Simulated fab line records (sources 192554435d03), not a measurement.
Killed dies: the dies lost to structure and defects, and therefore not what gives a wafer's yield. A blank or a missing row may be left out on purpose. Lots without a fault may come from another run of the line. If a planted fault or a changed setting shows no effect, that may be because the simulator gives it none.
Lot-split experiment :: flow n5Finfet :: 39 wafers read across 7 lots, on a route 1938 steps long

## THE SPLIT ITSELF
At N5_MOL_CONTACT_COAG_ALD_123 (deposits SiNx, target thk 5 nm, pulse time 1 s, purge time 2 s), the setting aldCycles was moved away from the recipe's 100 on 12 of the 39 wafers read, by -5.0% to +12.0%. This setting was run at the recipe's value on the other wafers.

## FROM THE SPLIT TO THE READING: what the file shows between them, 4 steps
- N5_MOL_CONTACT_COAG_PECVD_31: deposits SiO2 from TEOS/O2, target thk 46 nm, time 8.9 s
- N5_MOL_CONTACT_COAG_COAT_75: time 60 s, resist thk 60 nm
- N5_MOL_CONTACT_COAG_STRIP_120: strips in CHF3
- N5_MOL_CONTACT_COAG_VIA_ETCH_117: etches SiO2 in C4F6/O2, target depth 40 nm, overetch 8 nm, time 26 s

## THE READING
etch.depthNm (the simulator's own value, which no gauge read), in nm, at N5_MOL_CONTACT_COAG_ETCH_124 (etches SiNx in CH3F/O2, stops on SiOC, target depth 6.5 nm). The file does not state a usual value for it. The 27 wafers here that ran the recipe average 4.998 nm, standard deviation 0.027 nm.

wafer: L079.1
tool, chamber at the split: aldSin-02, 2,2,1
aldCycles as run: 95
against the recipe: -5.0%
etch.depthNm, nm: 4.744
against lot-mates on the recipe: -0.243

wafer: L079.2
tool, chamber at the split: aldSin-02, 1,0,0
aldCycles as run: 100
against the recipe: recipe
etch.depthNm, nm: 4.953
against lot-mates on the recipe: -

wafer: L079.3
tool, chamber at the split: aldSin-02, 1,0,0
aldCycles as run: 100
against the recipe: recipe
etch.depthNm, nm: 5.022
against lot-mates on the recipe: -

wafer: L079.4
tool, chamber at the split: aldSin-02, 1,0,0
aldCycles as run: 100
against the recipe: recipe
etch.depthNm, nm: 4.987
against lot-mates on the recipe: -

wafer: L079.5
tool, chamber at the split: aldSin-02, 2,2,1
aldCycles as run: 95
against the recipe: -5.0%
etch.depthNm, nm: 4.74
against lot-mates on the recipe: -0.247

wafer: L079.6
tool, chamber at the split: aldSin-02, 2,2,1
aldCycles as run: 95
against the recipe: -5.0%
etch.depthNm, nm: 4.734
against lot-mates on the recipe: -0.253

wafer: L080.1
tool, chamber at the split: aldSin-02, 0,2,2
aldCycles as run: 112
against the recipe: +12.0%
etch.depthNm, nm: 5.61
against lot-mates on the recipe: +0.597

wafer: L080.2
tool, chamber at the split: aldSin-02, 0,2,2
aldCycles as run: 112
against the recipe: +12.0%
etch.depthNm, nm: 5.595
against lot-mates on the recipe: +0.582

wafer: L080.3
tool, chamber at the split: aldSin-02, 3,1,3
aldCycles as run: 100
against the recipe: recipe
etch.depthNm, nm: 5.017
against lot-mates on the recipe: -

wafer: L080.4
tool, chamber at the split: aldSin-02, 3,1,3
aldCycles as run: 100
against the recipe: recipe
etch.depthNm, nm: 4.996
against lot-mates on the recipe: -

wafer: L080.5
tool, chamber at the split: aldSin-02, 0,2,2
aldCycles as run: 112
against the recipe: +12.0%
etch.depthNm, nm: 5.608
against lot-mates on the recipe: +0.595

wafer: L080.6
tool, chamber at the split: aldSin-02, 3,1,3
aldCycles as run: 100
against the recipe: recipe
etch.depthNm, nm: 5.026
against lot-mates on the recipe: -

wafer: L082.1
tool, chamber at the split: aldSin-01, 3,0,1
aldCycles as run: 100
against the recipe: recipe
etch.depthNm, nm: 4.992
against lot-mates on the recipe: -

wafer: L082.2
tool, chamber at the split: aldSin-01, 3,0,1
aldCycles as run: 100
against the recipe: recipe
etch.depthNm, nm: 5.031
against lot-mates on the recipe: -

wafer: L082.5
tool, chamber at the split: aldSin-01, 3,0,1
aldCycles as run: 100
against the recipe: recipe
etch.depthNm, nm: 5.011
against lot-mates on the recipe: -

wafer: L083.1
tool, chamber at the split: aldSin-03, 1,0,3,2,0,3
aldCycles as run: 100
against the recipe: recipe
etch.depthNm, nm: 5.003
against lot-mates on the recipe: -

wafer: L083.3
tool, chamber at the split: aldSin-03, 1,0,3,2,0,3
aldCycles as run: 100
against the recipe: recipe
etch.depthNm, nm: 5.003
against lot-mates on the recipe: -

wafer: L083.2
tool, chamber at the split: aldSin-03, 1,0,3,2,0,3
aldCycles as run: 100
against the recipe: recipe
etch.depthNm, nm: 5.024
against lot-mates on the recipe: -

wafer: L083.4
tool, chamber at the split: aldSin-03, 1,0,3,2,0,3
aldCycles as run: 100
against the recipe: recipe
etch.depthNm, nm: 4.991
against lot-mates on the recipe: -

wafer: L083.5
tool, chamber at the split: aldSin-03, 1,0,3,2,0,3
aldCycles as run: 100
against the recipe: recipe
etch.depthNm, nm: 5.008
against lot-mates on the recipe: -

wafer: L083.6
tool, chamber at the split: aldSin-03, 1,0,3,2,0,3
aldCycles as run: 100
against the recipe: recipe
etch.depthNm, nm: 5.009
against lot-mates on the recipe: -

wafer: L090.1
tool, chamber at the split: aldSin-02, 2,3,1,0,0,1
aldCycles as run: 100
against the recipe: recipe
etch.depthNm, nm: 5.017
against lot-mates on the recipe: -

wafer: L090.2
tool, chamber at the split: aldSin-02, 2,3,1,0,0,1
aldCycles as run: 100
against the recipe: recipe
etch.depthNm, nm: 4.997
against lot-mates on the recipe: -

wafer: L090.3
tool, chamber at the split: aldSin-02, 2,3,1,0,0,1
aldCycles as run: 100
against the recipe: recipe
etch.depthNm, nm: 4.983
against lot-mates on the recipe: -

wafer: L090.4
tool, chamber at the split: aldSin-02, 2,3,1,0,0,1
aldCycles as run: 100
against the recipe: recipe
etch.depthNm, nm: 4.99
against lot-mates on the recipe: -

wafer: L090.5
tool, chamber at the split: aldSin-02, 2,3,1,0,0,1
aldCycles as run: 100
against the recipe: recipe
etch.depthNm, nm: 4.987
against lot-mates on the recipe: -

wafer: L090.6
tool, chamber at the split: aldSin-02, 2,3,1,0,0,1
aldCycles as run: 100
against the recipe: recipe
etch.depthNm, nm: 4.988
against lot-mates on the recipe: -

wafer: L094.1
tool, chamber at the split: aldSin-03, 3,1,3
aldCycles as run: 100
against the recipe: recipe
etch.depthNm, nm: 5.018
against lot-mates on the recipe: -

wafer: L094.2
tool, chamber at the split: aldSin-03, 2,1,2
aldCycles as run: 105
against the recipe: +5.0%
etch.depthNm, nm: 5.264
against lot-mates on the recipe: +0.238

wafer: L094.3
tool, chamber at the split: aldSin-03, 2,1,2
aldCycles as run: 105
against the recipe: +5.0%
etch.depthNm, nm: 5.261
against lot-mates on the recipe: +0.235

wafer: L094.4
tool, chamber at the split: aldSin-03, 3,1,3
aldCycles as run: 100
against the recipe: recipe
etch.depthNm, nm: 5.016
against lot-mates on the recipe: -

wafer: L094.5
tool, chamber at the split: aldSin-03, 2,1,2
aldCycles as run: 105
against the recipe: +5.0%
etch.depthNm, nm: 5.249
against lot-mates on the recipe: +0.223

wafer: L094.6
tool, chamber at the split: aldSin-03, 3,1,3
aldCycles as run: 100
against the recipe: recipe
etch.depthNm, nm: 5.044
against lot-mates on the recipe: -

wafer: L097.1
tool, chamber at the split: aldSin-01, 3,3,2
aldCycles as run: 100
against the recipe: recipe
etch.depthNm, nm: 4.941
against lot-mates on the recipe: -

wafer: L097.2
tool, chamber at the split: aldSin-01, 2,1,0
aldCycles as run: 111
against the recipe: +11.0%
etch.depthNm, nm: 5.538
against lot-mates on the recipe: +0.596

wafer: L097.3
tool, chamber at the split: aldSin-01, 2,1,0
aldCycles as run: 111
against the recipe: +11.0%
etch.depthNm, nm: 5.518
against lot-mates on the recipe: +0.576

wafer: L097.4
tool, chamber at the split: aldSin-01, 2,1,0
aldCycles as run: 111
against the recipe: +11.0%
etch.depthNm, nm: 5.535
against lot-mates on the recipe: +0.593

wafer: L097.5
tool, chamber at the split: aldSin-01, 3,3,2
aldCycles as run: 100
against the recipe: recipe
etch.depthNm, nm: 4.929
against lot-mates on the recipe: -

wafer: L097.6
tool, chamber at the split: aldSin-01, 3,3,2
aldCycles as run: 100
against the recipe: recipe
etch.depthNm, nm: 4.957
against lot-mates on the recipe: -
Rows listing several chambers each stand for several wafers; the file does not say which wafer went through which chamber.

FIT RESULTS
A straight line over all 39 wafers: etch.depthNm changes by +0.05 nm for each +1% of aldCycles; r = +0.99; the points scatter about the line by 0.024 nm.
The same after taking each lot's own level away (the mean of its wafers on the recipe; 39 wafers): +0.0507 nm for each +1%; r = +1.00; scatter 0.018 nm.
Per that fit: largest aldCycles move, reading shift of 0.61 nm.
Measured against the standard deviation above, the lots' own levels, which go from 4.9423 to 5.0260 nm, span 3.1 times it.
The two slopes agree, so the slope changes little with the lot-to-lot level.
Check: for one of the wafers moved furthest among these (+12.0%), held out of the fit, the line's prediction against its lot-mates is +0.61 nm. It came out at +0.597 nm against them.

## ADDITIONAL SPLITS CARRIED BY THESE WAFERS
Before the reading, these wafers also passed through other splits. Each is held against what the fit with the lots' levels taken away leaves over:
other split on the same wafers: N5_DUMMY_GATE_HM_DEP_06 targetThkA
wafers away from the commonest value: 24
r with etch.depthNm (lot level and that fit taken away): +0.12

other split on the same wafers: N5_DUMMY_GATE_ETCH_32 timeS
wafers away from the commonest value: 15
r with etch.depthNm (lot level and that fit taken away): -0.04

other split on the same wafers: N5_HKMG_FIN_EXPOSE_09 doseMj
wafers away from the commonest value: 12
r with etch.depthNm (lot level and that fit taken away): +0.29

other split on the same wafers: N5_HKMG_FIN_ETCH_31 biasW
wafers away from the commonest value: 12
r with etch.depthNm (lot level and that fit taken away): +0.19

## THE WHOLE CHAIN: every reading that the file lists as answering this split, in the file's order
step: N5_MOL_CONTACT_COAG_ALD_123
what it does: deposits SiNx, target thk 5 nm, pulse time 1 s, purge time 2 s
reading: SiNx_of_MOL_CONTACT_COAG_ALD_123.thkNm (the simulator's own value, which no gauge read)
change (the file's fit): +0.0502 nm for each +1% of the setting
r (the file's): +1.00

step: N5_MOL_CONTACT_COAG_ETCH_124
what it does: etches SiNx in CH3F/O2, stops on SiOC, target depth 6.5 nm
reading: etch.depthNm (the simulator's own value, which no gauge read)
change (the file's fit): +0.0507 nm for each +1% of the setting
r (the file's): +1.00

## THE FILE'S OWN FIT
etch.depthNm changes by +0.0507 nm for each +1% of aldCycles, r = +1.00.
